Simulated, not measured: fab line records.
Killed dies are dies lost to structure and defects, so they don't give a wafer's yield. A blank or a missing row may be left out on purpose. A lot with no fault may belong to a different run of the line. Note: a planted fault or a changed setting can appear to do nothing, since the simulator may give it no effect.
A struck lot beside a sound one + flow nand-harc + 15 steps out of a route of 1159
Sound: these wafers, L477.1, L477.3, L477.6. Wafers struck: L474.1, L474.2, L474.4. At the end, the cause is stated.
Each step with rows lists, per side, the tool, then ch with its chambers, then its first start. Under that, the readings that differ: sound wafers + struck wafers + difference of the means + sigmas: that difference in standard deviations of wafers without a fault.
alike: readings with means less than 2 such deviations apart, plus words and numbers identical on both sides. not compared: withheld readings, readings lacking a value on some wafer, bounds such as >300 that could conceal the same value, and numbers that have no deviation in the record and whose values overlap.
The two part at a step that has a row with sigmas, a row that says differs or no value, or rows on one side only. When numbers do not overlap yet have no deviation, they are printed without sigmas and do not part them. A reading missing from all wafers of one side parts the sides only when that side holds two or more wafers.

first, 1 step without rows for these wafers: NHARC_A_CONTACT_ETCH_137 (etches the open film in C4F8/O2/Ar, time 132 s, target depth 1287 nm).
NHARC_A_CONTACT_ETCH_138: etches the open film in C4F8/O2/Ar, time 132 s, target depth 1289 nm.
  sound on har-cap-etch-02 ch 0,1, day 19 22:52; struck on har-cap-etch-03 ch 0,1, day 20 10:43
  not compared: rf-hours-counter-h
NHARC_A_CONTACT_ETCH_139: etches the open film in C4F8/O2/Ar, time 137 s, target depth 590 nm.
  sound on har-cap-etch-02 ch 0,1, day 19 22:59; struck on har-cap-etch-03 ch 0,1, day 20 10:50
  not compared: rf-hours-counter-h
NHARC_A_CONTACT_ETCH_92: etches the open film in CH3F/O2, target depth 40 nm, time 85.7 s.
  sound on rie-diel-04 ch 1,2, day 19 23:24; struck on rie-diel-01 ch 0,1,3, day 20 11:14
| reading                     | sound       | struck      | difference | sigmas |
|-----------------------------|-------------|-------------|------------|--------|
| drypump-motor-current-A (A) | 6.6 6.3 6.2 | 5.8 5.1 4.9 | -1.1       | -2     |
  alike: oes-product-au, rf-vpp-V, showerhead-plenum-p-Torr, throttle-valve-pct
  not compared: rf-hours-counter-h
NHARC_A_CONTACT_ETCH_98: etches the open film in C4F6/O2, target depth 20 nm, time 10 s.
  sound on rie-diel-04 ch 1,2; struck on rie-diel-01 ch 0,1,3
| reading                     | sound       | struck      | difference | sigmas |
|-----------------------------|-------------|-------------|------------|--------|
| drypump-motor-current-A (A) | 6.6 6.3 6.3 | 5.1 5.9 4.9 | -1.1       | -2     |
  alike: oes-product-au, rf-vpp-V, showerhead-plenum-p-Torr, throttle-valve-pct
  not compared: rf-hours-counter-h
NHARC_A_CONTACT_CD_MEAS_15:
  sound on cd-sem-01 at day 19 23:37; struck on cd-sem-03 at day 20 11:28
  alike: cd-nm
then, 4 steps without rows for these wafers: NHARC_A_CONTACT_STRIP_107 (strips in N2/H2); NHARC_A_CONTACT_STRIP_108 (strips in CF4/CHF3); NHARC_A_CONTACT_STRIP_109 (strips in O2/COS); NHARC_A_CONTACT_ETCH_110 (etches the open film in CF4/O2, target depth 50 nm, overetch 5 nm, time 27.5 s).
NHARC_A_CONTACT_STRIP_26: strips in O2.
  sound on rie-diel-01 ch 0,2; struck on rie-diel-13 ch 0,1,2
  alike: drypump-motor-current-A, oes-product-au, rf-vpp-V, showerhead-plenum-p-Torr, throttle-valve-pct
  not compared: rf-hours-counter-h
then, 1 step without rows for these wafers: NHARC_A_CONTACT_STRIP_27 (strips in post etch residue remover, time 600 s).
NHARC_A_CONTACT_ALD_18: deposits TiN, target thk 3 nm, pulse time 1 s, ald cycles 150.
  sound on ald-metal-04 ch 1,2, day 20 00:42; struck on ald-metal-01 ch 0,2,3, day 20 12:41
  no value came back on the struck wafers for ald-cycles, heater-power-outer-w (W), heater-power-w (W), precursor-pulse-height-rel; on the sound wafers ald-cycles reads 150 150 150
then, 1 step without rows for these wafers: NHARC_A_CONTACT_CVD_19 (deposits W, target thk 300 nm, time 802 s).
-- jump in the record: it breaks off in module A_CONTACT and resumes in module END (first step shown: number 1159 of the route), and 2 days separate the struck wafers' starts before and after --
NHARC_END_SORT_01:
  sound on prober-01 ch 0, day 22 03:27; struck on prober-02 ch 0, day 22 13:29
| reading         | sound    | struck      | difference | sigmas |
|-----------------|----------|-------------|------------|--------|
| killed-at-array | 22 34 29 | 676 676 673 | +647       | +70    |
| killed-dies     | 25 36 31 | 677 677 677 | +646       | +67    |
  alike: killed-at-other, killed-at-periphery, killed-open, killed-short

== WHERE THEY PART ==
First at NHARC_A_CONTACT_ETCH_92; last, within this record, at NHARC_END_SORT_01.

WHY: whatever the simulator had introduced
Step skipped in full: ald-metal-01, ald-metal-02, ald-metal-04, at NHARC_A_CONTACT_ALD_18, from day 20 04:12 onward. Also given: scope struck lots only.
